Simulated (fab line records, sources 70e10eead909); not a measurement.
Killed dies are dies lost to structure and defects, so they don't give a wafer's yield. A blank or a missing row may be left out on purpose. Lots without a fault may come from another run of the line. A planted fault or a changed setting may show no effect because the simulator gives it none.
A struck lot beside a sound one | flow nand_harc | 41 steps out of a route of 1159
Sound: wafers L108.2, L108.3, L108.4. Struck: wafers L115.1, L115.4, L115.6. The cause comes at the end.
At each step with rows: each side's tool, then ch and its chambers, then its first start. Under that, the readings that differ: sound wafers | struck wafers | difference of the means | sigmas: that difference in standard deviations of wafers without a fault.
alike: readings whose means differ by less than 2 such deviations, and words and numbers that are the same on both sides. not compared: withheld readings, readings that some wafer has no value for, bounds like >300 that may hide the same value, and numbers for which the record gives no deviation and whose values overlap.
The two part at a step that has a row with sigmas, a row that says differs or no value, or rows on one side only. Numbers that don't overlap but have no deviation are shown without sigmas and don't part them. A reading that every wafer of one side lacks parts them only if that side has two wafers or more.

NHARC_P_M2_CD_MEAS_09: target cd 170 nm.
  sound on cd_sem-01 ch 0, day 7 18:44; struck on cd_sem-02 ch 0, day 9 10:55
  alike: cd_nm
NHARC_P_M2_OVL_MEAS_10: pitch 340 nm.
  sound on overlay-02, day 7 18:49; struck on overlay-01, day 9 11:01
  alike: overlay_x_nm, overlay_y_nm
NHARC_P_M2_INSPECT_11:
  sound on defect_inspect-02, day 7 18:51; struck on defect_inspect-02, day 9 11:04
  alike: raw_defect_count
then, 1 step without rows for these wafers: NHARC_P_M2_DESCUM_14 (chemistry O2, time 3 s).
NHARC_P_M2_ETCH_35: etches the open film in N2/H2, target depth 40 nm, overetch 12 nm, time 43.94 s.
  sound on rie_diel-03 ch 0,1,2, day 7 18:59; struck on rie_diel-03 ch 0,1,3, day 9 11:13
  alike: drypump_motor_current_A, oes_product_au, rf_vpp_V, showerhead_plenum_p_Torr, throttle_valve_pct
  not compared: rf_hours_counter_h
then, 1 step without rows for these wafers: NHARC_P_M2_ETCH_15 (etches the open film in C4F8/Ar, target depth 182.5 nm, time 91.2 s).
NHARC_P_M2_CD_MEAS_16:
  sound on cd_sem-03, day 7 19:13; struck on cd_sem-02, day 9 11:25
  alike: cd_nm
then, 3 steps without rows for these wafers: NHARC_P_M2_STRIP_18 (strips in N2/H2); NHARC_P_M2_ETCH_28 (etches the open film in CF4/N2, target depth 30 nm, time 72.99 s); NHARC_P_M2_STRIP_19 (strips in post etch residue remover, time 600 s).
NHARC_P_M2_DEGAS_29: time 60 s.
  sound on pvd_sputter-03, day 7 19:56; struck on pvd_sputter-03, day 9 12:09
  alike: heater_power_w
then, 1 step without rows for these wafers: NHARC_P_M2_PRE_CLEAN_30 (time 30 s).
NHARC_P_M2_PVD_20: deposits TaN, target thk 5 nm, time 8.06 s.
  sound on pvd_sputter-03, day 7 20:05; struck on pvd_sputter-03, day 9 12:16
  alike: substrate_temp_c, throttle_valve_pct
then, 4 steps without rows for these wafers: NHARC_P_M2_PVD_21 (deposits Cu, target thk 30 nm, time 20.49 s); NHARC_P_M2_ECD_22 (material Cu, target thk 400 nm); NHARC_P_M2_ANNEAL_31 (time 90 s); NHARC_P_M2_CMP_23 (polishes, t overpolish 20 s, target thk 144.3 nm).
NHARC_P_M2_THK_MEAS_24: measures by xrf.
  sound on film_metro-02, day 7 21:25; struck on film_metro-01, day 9 13:37
  reading     | sound             | struck            | difference | sigmas
  thk_nm (nm) | 147.1 145.3 146.7 | 142.7 142.6 142.3 | -3.8       | -3
then, 2 steps without rows for these wafers: NHARC_P_M2_SRD_25; NHARC_P_M2_PRE_CLEAN_32 (time 12 s).
NHARC_P_M2_DEP_33: deposits SiCN, target thk 30 nm.
  sound on pecvd-03 ch 0,1,2, day 7 21:43; struck on pecvd-03 ch 0,1, day 9 14:01
  alike: heater_power_w
then, 1 step without rows for these wafers: NHARC_P_BONDPAD_DEP_00 (deposits SiCN, target thk 250 nm).
NHARC_P_BONDPAD_CMP_32: polishes SiCN, target thk 200 nm.
  sound on cmp-04 ch 0,1,2, day 7 22:31; struck on cmp-02 ch 0,1,3, day 9 14:50
  alike: motor_current_A
NHARC_P_BONDPAD_THK_MEAS_33: measures by ellipsometry.
  sound on film_metro-02, day 7 22:46; struck on film_metro-02, day 9 15:02
  alike: thk_nm
then, 10 steps without rows for these wafers: NHARC_P_BONDPAD_SRD_34; NHARC_P_BONDPAD_DEHYDRATE_01 (time 120 s); NHARC_P_BONDPAD_HMDS_02 (time 30 s); NHARC_P_BONDPAD_COAT_36 (time 65 s); NHARC_P_BONDPAD_COAT_03 (resist thk 600 nm); NHARC_P_BONDPAD_SOFTBAKE_04 (time 70 s); NHARC_P_BONDPAD_EBR_05; NHARC_P_BONDPAD_EXPOSE_06 (exposes mask P BPAD); NHARC_P_BONDPAD_PEB_07 (peb time 80 s); NHARC_P_BONDPAD_DEVELOP_08 (time 50 s).
NHARC_P_BONDPAD_CD_MEAS_09: target cd 500 nm.
  sound on cd_sem-02 ch 0, day 7 23:12; struck on cd_sem-03 ch 0, day 9 15:29
  alike: cd_nm
NHARC_P_BONDPAD_OVL_MEAS_38:
  sound on overlay-02, day 7 23:17; struck on overlay-01, day 9 15:34
  alike: overlay_x_nm, overlay_y_nm
then, 3 steps without rows for these wafers: NHARC_P_BONDPAD_HARDBAKE_10 (time 65 s); NHARC_P_BONDPAD_DESCUM_11 (chemistry O2, time 3 s); NHARC_P_BONDPAD_ETCH_37 (etches the open film in N2/H2, target depth 60 nm, overetch 18 nm, time 65.91 s).
NHARC_P_BONDPAD_ETCH_12: etches the open film in CHF3/O2, target depth 200 nm, time 100 s.
  sound on rie_diel-04 ch 0,2,3; struck on rie_diel-04 ch 0,2,3
  alike: chf3_flow_sccm, drypump_motor_current_A, oes_product_au, rf_vpp_V, showerhead_plenum_p_Torr, throttle_valve_pct
  not compared: rf_hours_counter_h
-- the record jumps here: 12 days lie between the struck wafers' starts before and after (it left off in module P_BONDPAD and takes up again in module END, whose first step shown is number 1159 of the route) --
NHARC_END_SORT_01:
  the record has rows for the struck wafers here (prober-01 ch 0, day 22 00:07) and none for the sound ones

WHERE THEY PART
First at NHARC_P_M2_THK_MEAS_24; last, within this record, at NHARC_END_SORT_01.

WHY: what the simulator had put in
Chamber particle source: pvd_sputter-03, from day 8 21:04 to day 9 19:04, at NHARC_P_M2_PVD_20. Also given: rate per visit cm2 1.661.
